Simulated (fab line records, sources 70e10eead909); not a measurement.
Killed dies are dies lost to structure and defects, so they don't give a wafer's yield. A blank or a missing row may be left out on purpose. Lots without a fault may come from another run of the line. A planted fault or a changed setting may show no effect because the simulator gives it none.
Chamber matching | flow nand_harc | NHARC_P_M2_ETCH_28 on rie_diel-10: 4 sister chambers
The step etches the open film in CF4/N2, target depth 30 nm, time 72.99 s. 4 wafers are shown with their chamber, then 9 later ones without.

WAFERS WITH THEIR CHAMBER
wafer  | chamber | drypump_motor_current_A (A)
L811.1 | 1       | 5.98
L813.3 | 0       | 5.86
L817.4 | 3       | 5.69
L817.5 | 2       | 5.14

WAFERS WITHOUT THEIR CHAMBER
wafer  | drypump_motor_current_A (A)
L819.2 | 5.13
L819.5 | 5.85
L819.6 | 5.98
L821.1 | 5.17
L821.4 | 5.96
L821.6 | 5.11
L825.1 | 5.68
L825.3 | 5.97
L825.6 | 5.70

WHICH CHAMBER EACH WENT THROUGH
wafer  | from the rows above | in truth
L819.2 | 2                   | 2
L819.5 | 0                   | 0
L819.6 | 1                   | 1
L821.1 | 2                   | 2
L821.4 | 1                   | 1
L821.6 | 2                   | 2
L825.1 | 3                   | 3
L825.3 | 1                   | 1
L825.6 | 3                   | 3
Placed correctly: 9 of 9. Can't be placed from these rows: 0. Placed wrongly: 0.
How it was worked out, from the rows above alone: a wafer's distance from a chamber is the root of the sum, over the readings, of the square of ((its reading less the chamber's mean) divided by the reading's scatter). The wafer belongs to the nearest chamber; if the next one is less than 2 further off, it can't be placed. A chamber's mean is the mean of its shown wafers. The scatter: with one shown wafer a chamber, the root of the mean of the squares of how far each hidden wafer lies from its nearest shown one.
